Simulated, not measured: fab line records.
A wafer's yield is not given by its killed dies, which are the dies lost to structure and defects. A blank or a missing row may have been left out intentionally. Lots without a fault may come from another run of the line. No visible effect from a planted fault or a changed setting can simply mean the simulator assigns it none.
Matching of chambers / flow nand_harc / ald_metal-04 running NHARC_P_CONTACT_ALD_22: 4 sister chambers
The step deposits TiN, target thk 3 nm, pulse time 1 s, ald cycles 150. 4 wafers are shown with their chamber, then 8 later ones without.

WAFERS, EACH WITH ITS CHAMBER
wafer=L197.3; chamber=1; heater_power_w (W)=1240
wafer=L203.2; chamber=0; heater_power_w (W)=1250
wafer=L203.5; chamber=3; heater_power_w (W)=953
wafer=L206.1; chamber=2; heater_power_w (W)=1223

WAFERS WITH NO CHAMBER GIVEN
wafer=L206.3; heater_power_w (W)=931
wafer=L206.5; heater_power_w (W)=1234
wafer=L207.3; heater_power_w (W)=1286
wafer=L207.4; heater_power_w (W)=901
wafer=L207.5; heater_power_w (W)=1243
wafer=L208.2; heater_power_w (W)=920
wafer=L208.3; heater_power_w (W)=1223
wafer=L208.4; heater_power_w (W)=1253

EACH ONE'S CHAMBER
wafer=L206.3; from the rows above=3; in truth=3
wafer=L206.5; from the rows above=can't be placed: 1 or 2 or 0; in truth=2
wafer=L207.3; from the rows above=can't be placed: 0 or 1 or 2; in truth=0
wafer=L207.4; from the rows above=3; in truth=3
wafer=L207.5; from the rows above=can't be placed: 1 or 0 or 2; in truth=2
wafer=L208.2; from the rows above=3; in truth=3
wafer=L208.3; from the rows above=can't be placed: 2 or 1 or 0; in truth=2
wafer=L208.4; from the rows above=can't be placed: 0 or 1 or 2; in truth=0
Correctly placed: 3 of 8. Cannot be placed on the basis of these rows: 5; the candidates contain the true chamber in 5. Number placed wrongly: 0.
How it was worked out, from the rows above alone: a wafer's distance from a chamber is the root of the sum, over the readings, of the square of ((its reading less the chamber's mean) divided by the reading's scatter). If the next closest chamber is less than 2 further off than the closest, the wafer can't be placed; otherwise it belongs to the closest. A chamber's mean is the mean of its shown wafers. The scatter (one wafer shown for each chamber): square how far every hidden wafer sits from the nearest shown wafer, average those squares and take the square root.
